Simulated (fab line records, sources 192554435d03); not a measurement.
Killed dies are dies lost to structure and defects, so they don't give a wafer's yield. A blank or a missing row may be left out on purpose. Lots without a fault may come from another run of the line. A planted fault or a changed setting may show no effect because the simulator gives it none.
Which tool did it? | flow n5_finfet | 10 lots, 30 wafers sampled, at 1 step of a route of 1938

WHAT THE GAUGES READ, wafer by wafer
N5_BEOL_M9_OVL_MEAS_12. Usual: M9_OVL 0.1 nm, standard deviation 0.78.
lot  | measured     | on         | M9_OVL (nm)    | flag
L438 | day 9 13:27  | overlay-02 | -0.7 0.3 -1.1  |
L441 | day 11 02:05 | overlay-02 | 0.0 0.1 -0.3   |
L445 | day 11 18:43 | overlay-02 | 0.8 1.3 1.3    |
L447 | day 12 07:09 | overlay-02 | 0.3 -0.8 0.3   |
L450 | day 13 02:13 | overlay-02 | 0.9 0.6 0.9    |
L449 | day 13 11:08 | overlay-01 | -0.3 0.0 0.8   |
L454 | day 13 17:58 | overlay-02 | 1.0 0.8 -0.2   |
L453 | day 13 21:19 | overlay-02 | -1.5 -1.6 -1.2 |
L455 | day 14 19:08 | overlay-01 | -0.8 0.6 -0.1  |
L459 | day 15 08:29 | overlay-02 | 2.2 1.9 2.4    |

WHICH TOOL RAN EACH LOT (tool, then ch and the chambers of the sampled wafers, then the start)
The record holds no process step before these readings.

WHAT THE TOOLS THEMSELVES READ (means of the sampled wafers that have a number; where no wafer has one, the mark that the record gives instead)
The record holds no such reading with a usual standard deviation.

THE ANSWER, worked out from the rows above alone
Rule: a lot is off if the mean of its wafers that have a number lies more than 3 standard deviations from the usual mean. A lot without any number at a reading at which 4 lots or more have one is off too. The other lots that the step has rows for count as sound. The gauges are gone through in route order, then the tools' own readings, and for those a lot's mean is taken as printed above. The first step at which some lot is off is used, and at that step the reading that is off furthest; a lot without a number counts as furthest.
No lot is off at any reading shown: from this, nothing can be told.

WHAT THE SIMULATOR HAD PUT IN
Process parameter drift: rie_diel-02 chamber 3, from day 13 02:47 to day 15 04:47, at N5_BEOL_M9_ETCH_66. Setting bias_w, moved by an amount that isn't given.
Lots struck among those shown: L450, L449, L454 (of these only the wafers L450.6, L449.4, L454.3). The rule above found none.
